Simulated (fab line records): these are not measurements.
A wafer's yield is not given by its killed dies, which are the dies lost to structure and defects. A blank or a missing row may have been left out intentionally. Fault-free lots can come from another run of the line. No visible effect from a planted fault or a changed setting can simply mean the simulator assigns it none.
Split-lot trial | flow n5Finfet | 7 lots, 21 wafers read, on a route of 1938 steps

== SPLIT DETAILS ==
At N5_BEOL_M7_ILD_DEP_00 (deposits SiCOH lowk from DEMS/porogen, target thk 179.75 nm, time 33.4 s), the setting timeS was moved away from the recipe's 33.4 s on 9 of the 21 wafers read, by -8.0% to +10.9%. This setting was run at the recipe's value on the other wafers.

== FROM SPLIT TO READING: 1 step shown by the file between the two ==
- N5_BEOL_M7_CURE_74: cures SiCOH lowk, time 240 s

== THE READING ==
M7_ILD_THK at N5_BEOL_M7_THK_MEAS_01, in nm. Typical for fault-free wafers on this fab line: 154.0 nm, with standard deviation 2.2 nm.

wafer  | tool, chamber at the split | timeS as run, s | against the recipe | M7_ILD_THK, nm | against lot-mates on the recipe
L076.1 | pecvd-01, 1                | 36.06           | +8.0%              | 168.1          | +10.9
L076.4 | pecvd-01, 1                | 33.4            | recipe             | 157.0          | -
L076.5 | pecvd-01, 0                | 33.4            | recipe             | 157.3          | -
L077.1 | pecvd-01, 2                | 36.79           | +10.1%             | 169.4          | +16.0
L077.2 | pecvd-01, 0                | 33.4            | recipe             | 152.3          | -
L077.4 | pecvd-01, 1                | 33.4            | recipe             | 154.5          | -
L079.3 | pecvd-04, 1                | 37.04           | +10.9%             | 171.5          | no lot-mate on the recipe
L079.4 | pecvd-04, 1                | 37.04           | +10.9%             | 171.2          | no lot-mate on the recipe
L079.5 | pecvd-04, 2                | 37.04           | +10.9%             | 173.5          | no lot-mate on the recipe
L089.2 | pecvd-03, 1                | 30.72           | -8.0%              | 139.9          | -11.4
L089.3 | pecvd-03, 0                | 33.4            | recipe             | 151.3          | -
L089.6 | pecvd-03, 2                | 30.72           | -8.0%              | 140.7          | -10.6
L091.3 | pecvd-03, 0                | 33.4            | recipe             | 153.1          | -
L091.5 | pecvd-03, 2                | 33.4            | recipe             | 153.9          | -
L091.6 | pecvd-03, 1                | 33.4            | recipe             | 154.6          | -
L090.1 | pecvd-01, 1                | 31.68           | -5.1%              | 147.7          | -8.9
L090.4 | pecvd-01, 1                | 31.68           | -5.1%              | 149.2          | -7.4
L090.5 | pecvd-01, 2                | 33.4            | recipe             | 156.6          | -
L093.1 | pecvd-01, 0                | 33.4            | recipe             | 153.6          | -
L093.2 | pecvd-01, 2                | 33.4            | recipe             | 154.6          | -
L093.3 | pecvd-01, 1                | 33.4            | recipe             | 156.0          | -

THE FIT
A straight line over all 21 wafers: M7_ILD_THK changes by +1.59 nm for each +1% of timeS; r = +0.98; the points scatter about the line by 1.8 nm.
The same after taking each lot's own level away (the mean of its wafers on the recipe; 18 wafers): +1.47 nm for each +1%; r = +0.99; scatter 0.85 nm.
On that fit, the largest move of timeS shifts the reading by 16 nm.
The span of the lots' own levels, 151.30 to 157.15 nm, comes to 2.7 times the standard deviation stated above.
So the lot-to-lot level changes the slope little: the two slopes agree.
Check: with one of the wafers moved furthest among these (+10.1%) left out of the fit, the line predicts +14.2 nm for it against its lot-mates. It came out at +16 nm against them.

== OTHER SPLITS APPLIED TO THESE WAFERS ==
Note: prior to the reading, these wafers also went through further splits. Each is held against what the fit with the lots' levels taken away leaves over:
other split on the same wafers  | wafers away from the commonest value | r with M7_ILD_THK (lot level and that fit taken away)
N5_BEOL_M4_TRENCH_ETCH_37 timeS | 3                                    | +0.05
N5_BEOL_M5_EXPOSE_25 doseMj     | 7                                    | +0.15

== THE WHOLE CHAIN: every reading that the file lists as answering this split, in the file's order ==
step                   | what it does                                                             | reading                                                                                 | change (the file's fit)                                                              | r (the file's)
N5_BEOL_M7_ILD_DEP_00  | deposits SiCOH lowk from DEMS/porogen, target thk 179.75 nm, time 33.4 s | SiCOH_lowk_of_BEOL_M7_ILD_DEP_00.thkNm (the simulator's own value, which no gauge read) | +1.69 nm for each +1% of the setting                                                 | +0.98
N5_BEOL_M7_CURE_74     | cures SiCOH lowk, time 240 s                                             | SiCOH_lowk_of_BEOL_M7_ILD_DEP_00.thkNm (the simulator's own value, which no gauge read) | +1.47 nm for each +1% of the setting                                                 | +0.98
N5_BEOL_M7_THK_MEAS_01 |                                                                          | M7_ILD_THK                                                                              | +1.48 for each +1% of the setting                                                    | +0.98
N5_BEOL_M7_ETCH_72     | etches underlayer in N2/H2, target depth 6.5 nm, time 5.2 s              | etch.depthNm (the simulator's own value, which no gauge read)                           | not straight: 5.002 at the lowest setting, 4.957 at the recipe, 5.024 at the highest | not given

== FILE'S OWN FIT ==
M7_ILD_THK changes by +1.48 nm for each +1% of timeS, r = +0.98.
